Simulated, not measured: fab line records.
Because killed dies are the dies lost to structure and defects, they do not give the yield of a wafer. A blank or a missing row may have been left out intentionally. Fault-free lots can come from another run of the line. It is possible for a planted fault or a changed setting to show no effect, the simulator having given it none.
Problem report, 8D (eight disciplines) form, completed by code	flow nand harc	the parts of the form that need people (team, actions taken, sign-off) are left out

## 1. PROBLEM STATEMENT
At NHARC_END_SORT_01, killed at array averages 674 over 2 wafers from 2 lots, while fault-free wafers read 64, standard deviation 16. That puts it +38 standard deviations away from the usual mean.
Earliest sighting: wafer L975.3 on prober-01 at day 28 17:40. The record has a number at this step for 6 wafers belonging to 2 lots. The rule behind "out" and "out of limits": a value lying over 4 standard deviations away from the usual mean. Any other wafer with a number is counted as sound.

## 2. WHAT THIS IS AND IS NOT
question	is	is not
which readings at this step	killed at array, defect limited yield, killed dies	killed at other, killed at periphery, killed short
which lots	L975, L979	-
which wafers of those lots	L975.3, L979.5	L975.2, L975.4, L979.1, L979.6
read on which gauges	prober-01	-
when	from day 28 17:40	up to then (1 sound wafer); but 3 sound wafers of L975, L979 came after

## 3. THE SUSPECTS, EACH WITH WHAT RULES IT OUT
Counting: any tool at a process step up to the reading remains a suspect provided it ran every lot that is out. Sound lots after the first of them don't rule it out here, since some wafers of a struck lot are sound.
- the gauge at NHARC_END_SORT_01: kept. All the wafers that are out were read on prober-01, and no step on other tools shows them out.
- pvd sputter-03 at NHARC_A_M1_PVD_21 (deposits Cu, target thk 30 nm, time 20.49 s): kept. It ran every lot that is out, first L975 (day 27 05:05).
What counting leaves: pvd sputter-03 at NHARC_A_M1_PVD_21 and prober-01 at NHARC_END_SORT_01.

## 4. THE CAUSE (what the simulator had put in)
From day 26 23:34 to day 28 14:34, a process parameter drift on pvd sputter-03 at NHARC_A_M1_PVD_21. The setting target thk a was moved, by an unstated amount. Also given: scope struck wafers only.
Of the 2 suspects that counting leaves, this tool is one.

## 5. THE EFFECT CHAIN, in route order
One row per reading whose mean, taken over the struck wafers that have a number, lies over 3 standard deviations from the usual. Only readings whose record carries a usual standard deviation are examined. hours: median over the lots of the time between each lot's start at the first step of this table that gives one and its start at this step. sigmas: the change, counted in usual standard deviations.
hours	step	reading	usual	on struck wafers	change	sigmas
0	NHARC_END_SORT_01	defect limited yield	89.8 %	0.0	-89.8	-37
0	NHARC_END_SORT_01	killed at array	64	674	+610	+38
0	NHARC_END_SORT_01	killed dies	69	677	+608	+36

## 6. WHAT WOULD HAVE CAUGHT IT SOONER
42 hours passed between the start of the fault at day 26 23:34 and the first reading out of limits at a measuring or inspecting step in this record, taken at day 28 17:40.
Tool readings at NHARC_A_M1_PVD_21 with a usual standard deviation given in the record: none out on any struck wafer, hence no alarm at a limit of 4 standard deviations on them.
Lots out: 2; all had begun NHARC_A_M1_PVD_21 on pvd sputter-03 by day 28 17:40. Tool hold at that time: it would have spared none of them.
